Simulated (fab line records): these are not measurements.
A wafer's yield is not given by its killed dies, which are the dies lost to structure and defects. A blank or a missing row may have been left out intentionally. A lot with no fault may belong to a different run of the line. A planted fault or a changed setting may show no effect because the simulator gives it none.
Problem report, 8D (eight disciplines) form, completed by code / flow nand harc / the parts of the form that need people (team, actions taken, sign-off) are left out

1. THE PROBLEM
Wafers with no fault read 38.6 s with a standard deviation of 0.34, whereas run length s at NHARC_A_DECK1_JOINT_ETCHBACK_00 reads a mean of 28.6 s on 1 wafer of 1 lot. Measured from the usual mean, that is -29 standard deviations.
The step: etches the open film in HBr, target depth 30 nm, time 17.4 s.
The first sign was on wafer L500.4 at day 17 13:41, on rie si-03. At this step, 36 wafers from 12 lots have a number in the record. Rule for "out" (also "out of limits"): further than 4 standard deviations from the usual mean. Any other wafer with a number is counted as sound.

2. WHAT THIS IS AND IS NOT
question=which readings at this step | is=run length s | is not=drypump motor current A, oes product au, throttle valve pct
question=which lots | is=L500 | is not=L487, L488, L489, L490, L501, L502, L505, L506, L507, L508, L509
question=which wafers of those lots | is=L500.4 | is not=L500.2, L500.5
question=read on which tools | is=rie si-03 | is not=rie si-02, rie si-04
question=when | is=from day 17 13:41 | is not=up to then (17 sound wafers); but 18 sound wafers of L502, L505, L506, L507, L508, L509 came after

3. WHAT RULES OUT EACH SUSPECT
Counting: a tool at a process step up to the reading stays a suspect if it ran every lot that is out. Sound lots after the first of them don't rule it out here, since some wafers of a struck lot are sound.
- rie diel-13 at NHARC_A_CHANNEL_HOLE_D1_STRIP_27 (strips in O2): kept. It ran the lot that is out, L500 (day 15 09:20); its last sound lot up to then is L501 (day 15 09:16). NHARC_A_CHANNEL_HOLE_D1_STRIP_27: start missing for some lots; hours and lot order therefore follow NHARC_A_CHANNEL_FILL_D1_ALD_14.
- ald hk-04 at NHARC_A_CHANNEL_FILL_D1_ALD_14 (deposits SiO2, target thk 2.5 nm, pulse time 10 s, ald cycles 25): kept. It ran the lot that is out, L500 (day 15 09:20); its last sound lot up to then is L490 (day 10 23:24).
- rie si-03 at NHARC_A_DECK1_JOINT_ETCHBACK_00 (etches the open film in HBr, target depth 30 nm, time 17.4 s): kept. It ran the lot that is out, L500 (day 17 13:41); its last sound lot up to then is L489 (day 12 16:25). Its own readings are out on those wafers: run length s.
- Within rie diel-13 at NHARC_A_CHANNEL_HOLE_D1_STRIP_27: the wafers that are out ran in chamber 3; their sound lot-mates ran in chamber 1.
- At NHARC_A_CHANNEL_FILL_D1_ALD_14, inside ald hk-04: chamber 2 took the wafers that are out, while their sound lot-mates went through chambers 1, 3.
- Within rie si-03 at NHARC_A_DECK1_JOINT_ETCHBACK_00: the wafers that are out ran in chamber 0; their sound lot-mates ran in chamber 2.
After the count, these remain: rie diel-13 at NHARC_A_CHANNEL_HOLE_D1_STRIP_27, ald hk-04 at NHARC_A_CHANNEL_FILL_D1_ALD_14 and rie si-03 at NHARC_A_DECK1_JOINT_ETCHBACK_00.

4. THE CAUSE (what the simulator had put in)
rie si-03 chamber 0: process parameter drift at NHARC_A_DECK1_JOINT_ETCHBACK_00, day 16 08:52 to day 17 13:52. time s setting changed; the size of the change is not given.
Counting left 3 suspects, and this tool is among them.

5. THE CHAIN OF EFFECTS, in route order
Each row: a reading where the mean over the struck wafers with a number is more than 3 standard deviations away from the usual. Only readings whose record carries a usual standard deviation are examined. hours: median over the lots of the time between each lot's start at the first step of this table that gives one and its start at this step. sigmas: the change, counted in usual standard deviations.
hours=0; step=NHARC_A_DECK1_JOINT_ETCHBACK_00; reading=run length s; usual=38.6 s; on struck wafers=28.6; change=-10.0; sigmas=-29
Here are the process steps it includes:
- NHARC_A_DECK1_JOINT_ETCHBACK_00: etches the open film in HBr, target depth 30 nm, time 17.4 s.

6. WHAT WOULD HAVE CAUGHT IT SOONER
First out-of-limits reading in this record: day 17 13:41, which is 29 hours after fault onset at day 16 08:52.
